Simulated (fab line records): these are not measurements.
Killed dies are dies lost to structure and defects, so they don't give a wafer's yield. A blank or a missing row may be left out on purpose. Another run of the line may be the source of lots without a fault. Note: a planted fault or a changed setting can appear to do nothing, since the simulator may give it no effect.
2 desks looking at one fault :: flow nand-harc :: each desk holds nothing but its own numbers, with what lay behind them at the end

## FOR THE TOOL OWNER'S DESK: rie-si-01
The tool's own readings at NHARC_A_WL_FILL_ETCHBACK_26 (etches the open film in HBr, target depth 52 nm, time 13.3 s): means of the sampled wafers that have a number, for each lot that ran on this tool. If a lot's mean is further than 4 standard deviations from the usual mean, the lot is out of limits and carries the mark OUT (the distance appears in the brackets).
Columns: A = drypump-motor-current-A at NHARC_A_WL_FILL_ETCHBACK_26, usual 5.7 A; B = oes-product-au at NHARC_A_WL_FILL_ETCHBACK_26, usual 0.997 a.u.; C = run-length-s at NHARC_A_WL_FILL_ETCHBACK_26, usual 34.5 s; D = throttle-valve-pct at NHARC_A_WL_FILL_ETCHBACK_26, usual 23.266 %
lot: L873
first seen here: day 21 15:01
A: 5.6
B: 0.997
C: 34.4
D: 23.273

lot: L876
first seen here: day 22 20:59
A: 5.3
B: 1.007
C: 34.7
D: 23.276

lot: L878
first seen here: day 23 16:07
A: 5.4
B: 1.005
C: 34.5
D: 23.274

lot: L879
first seen here: day 24 18:15
A: 5.4
B: 0.996
C: 34.6
D: 23.268

lot: L883
first seen here: day 25 11:42
A: 5.6
B: 1.005
C: 33.5
D: 23.273

lot: L893
first seen here: day 29 10:28
A: 5.6
B: 1.006
C: 34.5
D: 23.266

lot: L896
first seen here: day 30 15:35
A: 5.5
B: 1.007
C: 34.5
D: 23.270
This desk found nothing out of limits on any of the 7 lots.

## THE DEFECT DESK
For each lot, the counts of the inspections along the route, averaged over the sampled wafers that have a number. If a lot's mean is further than 4 standard deviations from the usual mean, the lot is out of limits and carries the mark OUT (the distance appears in the brackets).
Columns: A = raw-defect-count at NHARC_A_WL_FILL_INSPECT_15, usual 458
lot: L874
first seen here: day 21 16:14
A: 336

lot: L873
first seen here: day 21 16:31
A: 388

lot: L875
first seen here: day 22 06:30
A: 472

lot: L876
first seen here: day 22 22:05
A: 385

lot: L878
first seen here: day 23 17:14
A: 511

lot: L879
first seen here: day 24 19:22
A: 437

lot: L883
first seen here: day 25 12:49
A: 413

lot: L890
first seen here: day 27 08:28
A: 405

lot: L893
first seen here: day 29 11:34
A: 578

lot: L894
first seen here: day 29 11:34
A: 406

lot: L895
first seen here: day 29 23:24
A: 431

lot: L896
first seen here: day 30 16:41
A: 550
This desk found nothing out of limits on any of the 12 lots.

## ALL TOGETHER
Nothing out of limits was seen by the tool owner's desk.
Nothing the defect desk looked at was out of limits.

## WHAT WAS PUT IN BY THE SIMULATOR
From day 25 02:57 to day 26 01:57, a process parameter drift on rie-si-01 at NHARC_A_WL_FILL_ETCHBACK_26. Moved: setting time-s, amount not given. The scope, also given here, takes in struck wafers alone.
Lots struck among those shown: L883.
